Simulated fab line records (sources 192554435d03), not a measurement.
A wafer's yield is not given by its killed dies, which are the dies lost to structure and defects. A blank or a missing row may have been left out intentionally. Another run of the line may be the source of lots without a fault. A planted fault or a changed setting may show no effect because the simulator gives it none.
Chamber matching + flow n5_finfet + N5_HKMG_FIN_ETCH_54 on rie_diel-05 has 4 sister chambers
The step etches SiARC in CF4, target depth 45.5 nm, time 75.8 s. 27 wafers are shown with their chamber, then 12 later ones without.

## WAFERS WITH THEIR CHAMBER
| wafer  | chamber | showerhead_plenum_p_Torr (Torr) | drypump_motor_current_A (A) | throttle_valve_pct (%) |
|--------|---------|---------------------------------|-----------------------------|------------------------|
| L075.1 | 2       | 2.20                            | 6.2                         | 15.95                  |
| L075.4 | 1       | 2.11                            | 5.1                         | 15.74                  |
| L075.5 | 0       | 2.09                            | 5.6                         | 15.36                  |
| L076.1 | 3       | 2.13                            | 5.7                         | 15.68                  |
| L076.2 | 1       | 2.11                            | 5.1                         | 15.75                  |
| L076.4 | 0       | 2.09                            | 5.6                         | 15.36                  |
| L077.2 | 0       | 2.09                            | 5.6                         | 15.37                  |
| L077.5 | 0       | 2.09                            | 5.6                         | 15.36                  |
| L077.6 | 1       | 2.11                            | 5.1                         | 15.74                  |
| L078.3 | 3       | 2.13                            | 5.7                         | 15.70                  |
| L078.5 | 2       | 2.20                            | 6.2                         | 15.97                  |
| L078.6 | 1       | 2.11                            | 5.1                         | 15.77                  |
| L079.2 | 0       | 2.09                            | 5.6                         | 15.37                  |
| L079.4 | 1       | 2.10                            | 5.1                         | 15.75                  |
| L079.5 | 2       | 2.20                            | 6.2                         | 15.96                  |
| L083.2 | 3       | 2.13                            | 5.7                         | 15.70                  |
| L083.5 | 1       | 2.10                            | 5.1                         | 15.26                  |
| L083.6 | 2       | 2.20                            | 6.3                         | 15.98                  |
| L085.1 | 0       | 2.09                            | 5.6                         | 15.41                  |
| L085.5 | 0       | 2.09                            | 5.7                         | 15.40                  |
| L085.6 | 1       | 2.10                            | 5.1                         | 15.28                  |
| L087.1 | 0       | 2.09                            | 5.6                         | 15.42                  |
| L087.3 | 3       | 2.13                            | 5.7                         | 15.71                  |
| L087.5 | 1       | 2.10                            | 5.1                         | 15.28                  |
| L088.2 | 3       | 2.12                            | 5.8                         | 15.73                  |
| L088.3 | 1       | 2.10                            | 5.1                         | 15.29                  |
| L088.5 | 1       | 2.10                            | 5.1                         | 15.30                  |

SIGNATURES (means of the wafers above)
| reading                  | chamber 0 | chamber 1 | chamber 2 | chamber 3 | scatter within a chamber |
|--------------------------|-----------|-----------|-----------|-----------|--------------------------|
| showerhead_plenum_p_Torr | 2.0900    | 2.1040    | 2.2000    | 2.1280    | 0.00373                  |
| drypump_motor_current_A  | 5.612     | 5.100     | 6.225     | 5.720     | 0.0325                   |
| throttle_valve_pct       | 15.3812   | 15.5160   | 15.9650   | 15.7040   | 0.155                    |
Rule: for each reading, subtract the chamber's mean from the wafer's reading, divide by that reading's scatter and square the result; add these up over the readings and take the root, which gives the wafer's distance from the chamber. If the next closest chamber is less than 2 further off than the closest, the wafer can't be placed; otherwise it belongs to the closest. The scatter: take each reading less its chamber's mean, square it, sum over the shown wafers, divide by the number of wafers less the number of chambers, and take the root.

## WAFERS WITHOUT THEIR CHAMBER
| wafer  | showerhead_plenum_p_Torr (Torr) | drypump_motor_current_A (A) | throttle_valve_pct (%) |
|--------|---------------------------------|-----------------------------|------------------------|
| L093.1 | 2.19                            | 6.2                         | 15.52                  |
| L093.3 | 2.10                            | 5.1                         | 15.33                  |
| L093.6 | 2.19                            | 6.2                         | 15.53                  |
| L094.2 | 2.19                            | 6.2                         | 15.55                  |
| L094.3 | 2.08                            | 5.6                         | 15.46                  |
| L094.5 | 2.19                            | 6.2                         | 15.54                  |
| L095.3 | 2.12                            | 5.8                         | 15.75                  |
| L095.4 | 2.09                            | 5.1                         | 15.32                  |
| L095.5 | 2.09                            | 5.1                         | 15.32                  |
| L096.3 | 2.09                            | 5.1                         | 15.34                  |
| L096.4 | 2.08                            | 5.7                         | 15.47                  |
| L096.5 | 2.08                            | 5.6                         | 15.46                  |

## CHAMBER TAKEN BY EACH
| wafer  | from the rows above | in truth |
|--------|---------------------|----------|
| L093.1 | 2                   | 2        |
| L093.3 | 1                   | 1        |
| L093.6 | 2                   | 2        |
| L094.2 | 2                   | 2        |
| L094.3 | 0                   | 0        |
| L094.5 | 2                   | 2        |
| L095.3 | 3                   | 3        |
| L095.4 | 1                   | 1        |
| L095.5 | 1                   | 1        |
| L096.3 | 1                   | 1        |
| L096.4 | 0                   | 0        |
| L096.5 | 0                   | 0        |
Placed correctly: 12 of 12. Number that these rows cannot place: 0. Placed wrongly: 0.
